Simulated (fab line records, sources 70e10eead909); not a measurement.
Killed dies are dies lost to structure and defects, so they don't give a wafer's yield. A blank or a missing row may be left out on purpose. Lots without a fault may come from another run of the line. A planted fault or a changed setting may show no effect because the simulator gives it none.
Which tool did it? | flow nand_harc | 14 lots, 42 wafers sampled, at 5 steps of a route of 1302

WHAT THE GAUGES READ, wafer by wafer
NHARC_A_ONON_D2_THK_MEAS_02: measures by ellipsometry. Usual: thk_nm 999 nm, standard deviation 11.
lot  | measured     | on            | thk_nm (nm)    | flag
L567 | day 12 16:51 | film_metro-01 | 987 987 989    |
L568 | day 12 18:37 | film_metro-01 | 994 991 993    |
L569 | day 13 01:40 | film_metro-02 | 1007 1009 1008 |
L572 | day 14 03:37 | film_metro-01 | 1002 1003 1004 |
L571 | day 14 03:55 | film_metro-02 | 1001 1002 1001 |
L573 | day 15 13:41 | film_metro-01 | 1005 1005 1004 |
L575 | day 15 13:40 | film_metro-02 | 1008 1007 1009 |
L574 | day 15 19:40 | film_metro-01 | 1010 1009 1009 |
L576 | day 16 18:41 | film_metro-01 | 997 998 998    |
L583 | day 19 04:34 | film_metro-01 | 1004 1004 1004 |
L584 | day 19 07:07 | film_metro-01 | 998 998 997    |
L585 | day 19 15:55 | film_metro-01 | 986 987 989    |
L586 | day 20 20:33 | film_metro-01 | 966 968 967    |
L588 | day 20 20:38 | film_metro-01 | 993 992 993    |

NHARC_A_ONON_D2_THK_MEAS_11: measures by ellipsometry. Usual: thk_nm 1001 nm, standard deviation 8.8.
lot  | measured     | on            | thk_nm (nm)               | flag
L567 | day 12 18:32 | film_metro-01 | 1001 1002 1001            |
L568 | day 12 20:19 | film_metro-01 | 1016 1016 1014            |
L569 | day 13 03:22 | film_metro-01 | 995 994 994               |
L572 | day 14 05:25 | film_metro-01 | 1002 999 1000             |
L571 | day 14 05:37 | film_metro-02 | 1016 1016 1017            |
L573 | day 15 15:23 | film_metro-02 | 993 990 991               |
L575 | day 15 15:22 | film_metro-01 | 1002 1004 1004            |
L574 | day 15 21:22 | film_metro-02 | 1009 1007 1008            |
L576 | day 16 20:23 | film_metro-01 | 992 992 991               |
L583 | day 19 06:16 | film_metro-01 | 946 944 1006 944 945 1005 | OFF
L584 | day 19 08:50 | film_metro-01 | 994 996 996               |
L585 | day 19 17:37 | film_metro-01 | 934 933 997 936 935 998   | OFF
L586 | day 20 22:15 | film_metro-01 | 993 991 991               |
L588 | day 20 22:20 | film_metro-01 | 1015 1016 1015            |

WHICH TOOL RAN EACH LOT (tool, then ch and the chambers of the sampled wafers, then the start)
lot  | NHARC_A_DECK1_JOINT_ETCHBACK_07  | NHARC_A_DECK1_JOINT_ETCHBACK_00  | NHARC_A_ONON_D2_DEP_09
L567 | rie_si-02 ch 0,3, day 10 23:24   | rie_si-04 ch 0,1,2, day 11 10:05 | pecvd_onon-03 ch 0, day 12 18:02
L568 | rie_si-04 ch 0,1,2, day 11 06:09 | rie_si-01 ch 2,3, day 11 16:48   | pecvd_onon-04 ch 0, day 12 19:55
L569 | rie_si-04 ch 0,2,3, day 11 14:41 | rie_si-02 ch 0,2,3, day 12 01:11 | pecvd_onon-03 ch 0, day 13 02:52
L572 | rie_si-04 ch 0,2, day 12 14:59   | rie_si-02 ch 0,1,3, day 13 01:42 | pecvd_onon-03 ch 0, day 14 05:01
L571 | rie_si-01 ch 1,3, day 12 15:00   | rie_si-01 ch 1,2,3, day 13 01:40 | pecvd_onon-01 ch 0, day 14 05:10
L573 | rie_si-02 ch 0,2,3, day 13 20:16 | rie_si-04 ch 1,2, day 14 06:47   | pecvd_onon-04 ch 0, day 15 14:59
L575 | rie_si-02 ch 2,3, day 14 01:44   | rie_si-02 ch 1,2, day 14 12:24   | pecvd_onon-01 ch 0, day 15 14:52
L574 | rie_si-01 ch 0,2,3, day 14 08:44 | rie_si-04 ch 0,1,2, day 14 19:27 | pecvd_onon-01 ch 0, day 15 20:51
L576 | rie_si-02 ch 2,3, day 15 01:49   | rie_si-02 ch 0,1,2, day 15 16:29 | pecvd_onon-01 ch 0, day 16 19:53
L583 | rie_si-01 ch 0,1,3, day 17 17:03 | rie_si-04 ch 0,1,2, day 18 03:43 | pecvd_onon-03 ch 0, day 19 05:45
L584 | rie_si-04 ch 1,2,3, day 17 23:23 | rie_si-01 ch 0,1,2, day 18 10:03 | pecvd_onon-04 ch 0, day 19 08:20
L585 | rie_si-01 ch 0,2,3, day 18 02:56 | rie_si-02 ch 1,3, day 18 13:40   | pecvd_onon-03 ch 0, day 19 17:07
L586 | rie_si-04 ch 0,2, day 19 09:20   | rie_si-04 ch 0,2,3, day 19 20:28 | pecvd_onon-01 ch 0, day 20 21:48
L588 | rie_si-02 ch 1,2,3, day 19 13:47 | rie_si-01 ch 0,1,3, day 20 00:27 | pecvd_onon-04 ch 0, day 20 21:50
- NHARC_A_DECK1_JOINT_ETCHBACK_07: etches the open film in HBr, target depth 105 nm, time 26.9 s.
- NHARC_A_DECK1_JOINT_ETCHBACK_00: etches the open film in HBr, target depth 30 nm, time 17.4 s.
- NHARC_A_ONON_D2_DEP_09: target thk 1000 nm.

WHAT THE TOOLS THEMSELVES READ (means of the sampled wafers that have a number; where no wafer has one, the mark that the record gives instead)
NHARC_A_DECK1_JOINT_ETCHBACK_07. Usual: drypump_motor_current_A 5.8 A, standard deviation 0.59; oes_product_au 1.002 a.u., standard deviation 0.0097; throttle_valve_pct 23.265 %, standard deviation 0.0098.
lot  | tool      | drypump_motor_current_A (A) | oes_product_au (a.u.) | throttle_valve_pct (%) | flag
L567 | rie_si-02 | 5.6                         | 0.984                 | 23.259                 |
L568 | rie_si-04 | 5.9                         | 0.999                 | 23.265                 |
L569 | rie_si-04 | 5.9                         | 0.992                 | 23.263                 |
L572 | rie_si-04 | 5.3                         | 0.996                 | 23.267                 |
L571 | rie_si-01 | 5.5                         | 0.994                 | 23.262                 |
L573 | rie_si-02 | 5.8                         | 1.001                 | 23.257                 |
L575 | rie_si-02 | 5.6                         | 0.995                 | 23.267                 |
L574 | rie_si-01 | 5.7                         | 1.002                 | 23.265                 |
L576 | rie_si-02 | 5.6                         | 0.997                 | 23.262                 |
L583 | rie_si-01 | 5.6                         | 1.002                 | 23.265                 |
L584 | rie_si-04 | 6.4                         | 1.013                 | 23.274                 |
L585 | rie_si-01 | 5.7                         | 0.997                 | 23.262                 |
L586 | rie_si-04 | 5.6                         | 1.007                 | 23.269                 |
L588 | rie_si-02 | 5.4                         | 1.001                 | 23.265                 |

NHARC_A_DECK1_JOINT_ETCHBACK_00. Usual: drypump_motor_current_A 5.8 A, standard deviation 0.55; oes_product_au 1.001 a.u., standard deviation 0.0091; throttle_valve_pct 23.266 %, standard deviation 0.009.
lot  | tool      | drypump_motor_current_A (A) | oes_product_au (a.u.) | throttle_valve_pct (%) | flag
L567 | rie_si-04 | 5.9                         | 0.995                 | 23.262                 |
L568 | rie_si-01 | 5.5                         | 0.990                 | 23.265                 |
L569 | rie_si-02 | 5.8                         | 0.995                 | 23.273                 |
L572 | rie_si-02 | 5.5                         | 0.994                 | 23.259                 |
L571 | rie_si-01 | 5.5                         | 0.996                 | 23.271                 |
L573 | rie_si-04 | 6.2                         | 0.991                 | 23.259                 |
L575 | rie_si-02 | 5.3                         | 0.994                 | 23.270                 |
L574 | rie_si-04 | 5.9                         | 0.994                 | 23.261                 |
L576 | rie_si-02 | 5.7                         | 0.994                 | 23.266                 |
L583 | rie_si-04 | 5.9                         | 1.010                 | 23.264                 |
L584 | rie_si-01 | 5.8                         | 1.014                 | 23.257                 |
L585 | rie_si-02 | 5.1                         | 0.996                 | 23.259                 |
L586 | rie_si-04 | 5.9                         | 1.006                 | 23.268                 |
L588 | rie_si-01 | 5.6                         | 0.998                 | 23.274                 |

NHARC_A_ONON_D2_DEP_09. Usual: nh3_flow_sccm 499.9 sccm, standard deviation 1.3; susceptor_temp_C 399.98 C, standard deviation 0.19.
lot  | tool          | nh3_flow_sccm (sccm) | susceptor_temp_C (C) | flag
L567 | pecvd_onon-03 | 499.0                | 399.94               |
L568 | pecvd_onon-04 | 500.5                | 399.81               |
L569 | pecvd_onon-03 | 498.4                | 400.15               |
L572 | pecvd_onon-03 | 501.0                | 399.91               |
L571 | pecvd_onon-01 | 500.0                | 400.03               |
L573 | pecvd_onon-04 | 499.9                | 400.02               |
L575 | pecvd_onon-01 | 500.9                | 400.08               |
L574 | pecvd_onon-01 | 497.8                | 399.98               |
L576 | pecvd_onon-01 | 499.2                | 399.98               |
L583 | pecvd_onon-03 | 500.0                | 400.05               |
L584 | pecvd_onon-04 | 499.0                | 399.97               |
L585 | pecvd_onon-03 | 500.8                | 400.10               |
L586 | pecvd_onon-01 | 501.3                | 399.69               |
L588 | pecvd_onon-04 | 500.8                | 399.99               |

THE ANSWER, worked out from the rows above alone
Rule: a lot is off if the mean of its wafers that have a number lies more than 3 standard deviations from the usual mean. A lot without any number at a reading at which 4 lots or more have one is off too. The other lots that the step has rows for count as sound. The gauges are gone through in route order, then the tools' own readings, and for those a lot's mean is taken as printed above. The first step at which some lot is off is used, and at that step the reading that is off furthest; a lot without a number counts as furthest.
Off: L583, L585, at NHARC_A_ONON_D2_THK_MEAS_11 (thk_nm).
A tool fits if, at a process step before that reading, it ran every lot that is off, and no sound lot after the first of them. The gauges at NHARC_A_ONON_D2_THK_MEAS_11 are tried like those tools. Can't be told from this: 2 tools fit, rie_si-01 at NHARC_A_DECK1_JOINT_ETCHBACK_07, pecvd_onon-03 at NHARC_A_ONON_D2_DEP_09.

WHAT THE SIMULATOR HAD PUT IN
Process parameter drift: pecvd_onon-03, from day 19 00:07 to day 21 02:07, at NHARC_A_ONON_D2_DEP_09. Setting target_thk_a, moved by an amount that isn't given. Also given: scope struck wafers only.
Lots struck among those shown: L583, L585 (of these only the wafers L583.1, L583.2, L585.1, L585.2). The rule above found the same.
